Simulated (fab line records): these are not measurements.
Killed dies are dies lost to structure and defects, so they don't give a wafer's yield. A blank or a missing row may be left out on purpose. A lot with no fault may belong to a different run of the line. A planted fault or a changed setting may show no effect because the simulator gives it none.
Chamber matching || flow n5-finfet || 4 sister chambers for N5_HKMG_FIN_STRIP_34 on rie-diel-03
The step strips in CF4. 18 wafers are shown with their chamber, then 9 later ones without.

## EACH WAFER AND ITS CHAMBER
{"wafer": "L077.1", "chamber": 2, "drypump-motor-current-A (A)": 6.3, "showerhead-plenum-p-Torr (Torr)": 1.78, "oes-product-au (a.u.)": 0.74}
{"wafer": "L077.2", "chamber": 0, "drypump-motor-current-A (A)": 5.3, "showerhead-plenum-p-Torr (Torr)": 1.83, "oes-product-au (a.u.)": 0.70}
{"wafer": "L077.4", "chamber": 3, "drypump-motor-current-A (A)": 5.1, "showerhead-plenum-p-Torr (Torr)": 1.81, "oes-product-au (a.u.)": 0.75}
{"wafer": "L078.1", "chamber": 3, "drypump-motor-current-A (A)": 5.1, "showerhead-plenum-p-Torr (Torr)": 1.81, "oes-product-au (a.u.)": 0.75}
{"wafer": "L078.2", "chamber": 2, "drypump-motor-current-A (A)": 6.3, "showerhead-plenum-p-Torr (Torr)": 1.78, "oes-product-au (a.u.)": 0.74}
{"wafer": "L078.4", "chamber": 1, "drypump-motor-current-A (A)": 5.8, "showerhead-plenum-p-Torr (Torr)": 1.83, "oes-product-au (a.u.)": 0.79}
{"wafer": "L080.2", "chamber": 2, "drypump-motor-current-A (A)": 6.3, "showerhead-plenum-p-Torr (Torr)": 1.78, "oes-product-au (a.u.)": 0.75}
{"wafer": "L080.3", "chamber": 3, "drypump-motor-current-A (A)": 5.2, "showerhead-plenum-p-Torr (Torr)": 1.81, "oes-product-au (a.u.)": 0.74}
{"wafer": "L080.4", "chamber": 1, "drypump-motor-current-A (A)": 5.8, "showerhead-plenum-p-Torr (Torr)": 1.83, "oes-product-au (a.u.)": 0.79}
{"wafer": "L081.3", "chamber": 0, "drypump-motor-current-A (A)": 5.3, "showerhead-plenum-p-Torr (Torr)": 1.83, "oes-product-au (a.u.)": 0.69}
{"wafer": "L081.4", "chamber": 3, "drypump-motor-current-A (A)": 5.1, "showerhead-plenum-p-Torr (Torr)": 1.81, "oes-product-au (a.u.)": 0.76}
{"wafer": "L081.6", "chamber": 1, "drypump-motor-current-A (A)": 5.8, "showerhead-plenum-p-Torr (Torr)": 1.83, "oes-product-au (a.u.)": 0.79}
{"wafer": "L082.3", "chamber": 3, "drypump-motor-current-A (A)": 5.1, "showerhead-plenum-p-Torr (Torr)": 1.81, "oes-product-au (a.u.)": 0.74}
{"wafer": "L082.4", "chamber": 2, "drypump-motor-current-A (A)": 6.3, "showerhead-plenum-p-Torr (Torr)": 1.78, "oes-product-au (a.u.)": 0.74}
{"wafer": "L082.6", "chamber": 3, "drypump-motor-current-A (A)": 5.1, "showerhead-plenum-p-Torr (Torr)": 1.81, "oes-product-au (a.u.)": 0.74}
{"wafer": "L083.2", "chamber": 0, "drypump-motor-current-A (A)": 5.3, "showerhead-plenum-p-Torr (Torr)": 1.82, "oes-product-au (a.u.)": 0.69}
{"wafer": "L083.5", "chamber": 3, "drypump-motor-current-A (A)": 5.1, "showerhead-plenum-p-Torr (Torr)": 1.81, "oes-product-au (a.u.)": 0.74}
{"wafer": "L083.6", "chamber": 0, "drypump-motor-current-A (A)": 5.3, "showerhead-plenum-p-Torr (Torr)": 1.82, "oes-product-au (a.u.)": 0.69}

SIGNATURES (averages over the wafers above)
{"reading": "drypump-motor-current-A", "chamber 0": 5.300, "chamber 1": 5.800, "chamber 2": 6.300, "chamber 3": 5.114, "scatter within a chamber": 0.0247}
{"reading": "showerhead-plenum-p-Torr", "chamber 0": 1.8250, "chamber 1": 1.8300, "chamber 2": 1.7800, "chamber 3": 1.8100, "scatter within a chamber": 0.00267}
{"reading": "oes-product-au", "chamber 0": 0.6925, "chamber 1": 0.7900, "chamber 2": 0.7425, "chamber 3": 0.7457, "scatter within a chamber": 0.0061}
Rule: distance of a wafer from a chamber = root of the sum over the readings of ((wafer's reading minus chamber's mean) / reading's scatter) squared. The wafer belongs to the nearest chamber; if the next one is less than 2 further off, it can't be placed. The scatter is the square root of a quotient: the sum, over the shown wafers, of each reading's squared deviation from its chamber's mean, divided by wafers minus chambers.

## WAFERS WHOSE CHAMBER IS MISSING
{"wafer": "L087.1", "drypump-motor-current-A (A)": 5.3, "showerhead-plenum-p-Torr (Torr)": 1.82, "oes-product-au (a.u.)": 0.68}
{"wafer": "L087.2", "drypump-motor-current-A (A)": 6.3, "showerhead-plenum-p-Torr (Torr)": 1.77, "oes-product-au (a.u.)": 0.73}
{"wafer": "L087.5", "drypump-motor-current-A (A)": 5.8, "showerhead-plenum-p-Torr (Torr)": 1.83, "oes-product-au (a.u.)": 0.78}
{"wafer": "L089.1", "drypump-motor-current-A (A)": 5.7, "showerhead-plenum-p-Torr (Torr)": 1.83, "oes-product-au (a.u.)": 0.78}
{"wafer": "L089.4", "drypump-motor-current-A (A)": 5.1, "showerhead-plenum-p-Torr (Torr)": 1.81, "oes-product-au (a.u.)": 0.73}
{"wafer": "L089.6", "drypump-motor-current-A (A)": 5.7, "showerhead-plenum-p-Torr (Torr)": 1.83, "oes-product-au (a.u.)": 0.78}
{"wafer": "L094.4", "drypump-motor-current-A (A)": 6.3, "showerhead-plenum-p-Torr (Torr)": 1.77, "oes-product-au (a.u.)": 0.71}
{"wafer": "L094.5", "drypump-motor-current-A (A)": 5.7, "showerhead-plenum-p-Torr (Torr)": 1.82, "oes-product-au (a.u.)": 0.75}
{"wafer": "L094.6", "drypump-motor-current-A (A)": 5.1, "showerhead-plenum-p-Torr (Torr)": 1.80, "oes-product-au (a.u.)": 0.73}

## THE CHAMBER EACH PASSED THROUGH
{"wafer": "L087.1", "from the rows above": 0, "in truth": 0}
{"wafer": "L087.2", "from the rows above": 2, "in truth": 2}
{"wafer": "L087.5", "from the rows above": 1, "in truth": 1}
{"wafer": "L089.1", "from the rows above": 1, "in truth": 1}
{"wafer": "L089.4", "from the rows above": 3, "in truth": 3}
{"wafer": "L089.6", "from the rows above": 1, "in truth": 1}
{"wafer": "L094.4", "from the rows above": 2, "in truth": 2}
{"wafer": "L094.5", "from the rows above": 1, "in truth": 1}
{"wafer": "L094.6", "from the rows above": 3, "in truth": 3}
Correct placement for 9 of the 9. Number that these rows cannot place: 0. Number placed wrongly: 0.
